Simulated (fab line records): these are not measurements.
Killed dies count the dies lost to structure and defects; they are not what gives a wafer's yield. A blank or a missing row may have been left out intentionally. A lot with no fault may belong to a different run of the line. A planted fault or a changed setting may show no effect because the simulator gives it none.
A struck lot beside a sound one ; flow n5Finfet ; 37 steps out of a route of 1938
Sound: the wafers L468.1, L468.3, L468.4. The struck wafers were L473.2, L473.5. At the end, the cause is stated.
Order at every step that has rows: each side's tool, ch and its chambers, its first start. Under that, the readings that differ: sound wafers ; struck wafers ; difference of the means ; sigmas: that difference in standard deviations of wafers without a fault.
alike: a reading whose means differ by less than 2 such deviations, as well as words and numbers matching on both sides. not compared: withheld readings; readings where some wafer has no value; bounds like >300 that might hide an equal value; numbers whose values overlap and for which the record gives no deviation.
A row with sigmas, a row that says differs or no value, or rows on one side alone: a step with any of these is where the two part. When numbers do not overlap yet have no deviation, they are printed without sigmas and do not part them. A reading that every wafer of one side lacks parts them only if that side has two wafers or more.

first, 9 steps without rows for these wafers: N5_BEOL_M10_ALD_74 (deposits TaN, target thk 2 nm, pulse time 2 s, purge time 3 s); N5_BEOL_M10_SURFACE_TREAT_76; N5_BEOL_M10_CVD_75 (deposits Co from CCTBA/H2, target thk 2 nm, time 138.9 s); N5_BEOL_M10_SPUTTER_48 (material Cu, target thk 12 nm, time 2 s); N5_BEOL_M10_ECD_50 (material Cu, target thk 318 nm); N5_BEOL_M10_ANNEAL_51 (time 90 s); N5_BEOL_M10_CMP_52 (polishes, stops on SiCOH lowk, t overpolish 7 s, target thk 140 nm); N5_BEOL_M10_PRE_CLEAN_55 (time 15 s); N5_BEOL_M10_DEP_56 (deposits SiCN from 3MS/NH3, target thk 15 nm, time 26.5 s).
N5_BEOL_M11_ILD_DEP_00: deposits SiCOH lowk from DEMS/porogen, target thk 308.51 nm, time 58 s.
  sound on pecvd-04 ch 0,2, day 10 19:44; struck on pecvd-04 ch 0,1, day 12 12:42
reading;sound;struck;difference;sigmas
runLengthS (s);100.5 100.8 100.5;84.4 85.0;-15.9;-27
model.SiCOH_lowk_of_BEOL_M11_ILD_DEP_00.thkNm (nm);303.6 304.6 308;220.2 224;-83.3;
  alike: heaterPowerW, showerheadPlenumPTorr, throttleValvePct
then, 1 step without rows for these wafers: N5_BEOL_M11_CURE_71 (cures SiCOH lowk, time 240 s).
N5_BEOL_M11_THK_MEAS_01:
  struck on filmMetro-01, day 12 13:17; sound on filmMetro-02, day 10 20:31
reading;sound;struck;difference;sigmas
M11_ILD_THK (nm);264 264 267;190 194;-73;-20
then, 23 steps without rows for these wafers: N5_BEOL_M11_PECVD_70 (deposits SiO2 from TEOS/O2, target thk 20 nm, time 22.7 s); N5_BEOL_M11_HM_DEP_02 (deposits TiN, target thk 20 nm); N5_BEOL_M11_COAT_59 (time 60 s, resist thk 100 nm); N5_BEOL_M11_COAT_60 (time 60 s, resist thk 30 nm); N5_BEOL_M11_COAT_05 (resist thk 90 nm); N5_BEOL_M11_EBR_07; N5_BEOL_M11_SOFTBAKE_06 (time 60 s); N5_BEOL_M11_EXPOSE_08 (exposes mask M11); N5_BEOL_M11_PEB_09 (peb time 60 s); N5_BEOL_M11_DEVELOP_10 (develop time 30 s); N5_BEOL_M11_DESCUM_16 (chemistry O2, time 7.9 s); N5_BEOL_M11_ETCH_61 (etches SiARC in CF4, target depth 39 nm, time 65 s); N5_BEOL_M11_ETCH_62 (etches SOC in N2/H2, target depth 110 nm, overetch 22 nm, time 165 s); N5_BEOL_M11_STRIP_68 (strips in N2/H2); N5_BEOL_M11_STRIP_67 (strips in CF4); N5_BEOL_M11_HM_OPEN_17 (chemistry Cl2/BCl3, target TiN, target depth 20 nm, overetch 6 nm); N5_BEOL_M11_STRIP_19 (strips in O2); N5_BEOL_M11_COAT_63 (time 60 s, resist thk 100 nm); N5_BEOL_M11_COAT_64 (time 60 s, resist thk 30 nm); N5_BEOL_M11_COAT_22 (resist thk 90 nm); N5_BEOL_M11_EBR_24; N5_BEOL_M11_SOFTBAKE_23 (time 60 s); N5_BEOL_M11_EXPOSE_25 (exposes mask V10).
N5_BEOL_M11_CMP_52: polishes, stops on SiCOH lowk, t overpolish 7 s, target thk 140 nm.
  sound on cmp-01 ch 1,2,3, day 11 03:29; struck on cmp-04 ch 1, day 12 20:20
reading;sound;struck;difference;sigmas
model.SiCOH_lowk_of_BEOL_M11_ILD_DEP_00.thkNm (nm);260.6 261.6 264.4;187.4 190.6;-73.2;
  alike: motorCurrentA, slurryFilterDpKPa
  not compared: padLifeWafers
next, for these wafers, 1 step has no rows: N5_PASSIVATION_PROBE_49.

WHERE THEY PART
At N5_BEOL_M11_ILD_DEP_00 first; at N5_BEOL_M11_THK_MEAS_01 last (within this record only). Later steps at which nothing parts them and some readings are alike: N5_BEOL_M11_CMP_52.

WHY: the cause the simulator had injected
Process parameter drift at N5_BEOL_M11_ILD_DEP_00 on pecvd-04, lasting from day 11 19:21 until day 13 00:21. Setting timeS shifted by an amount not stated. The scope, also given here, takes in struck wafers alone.
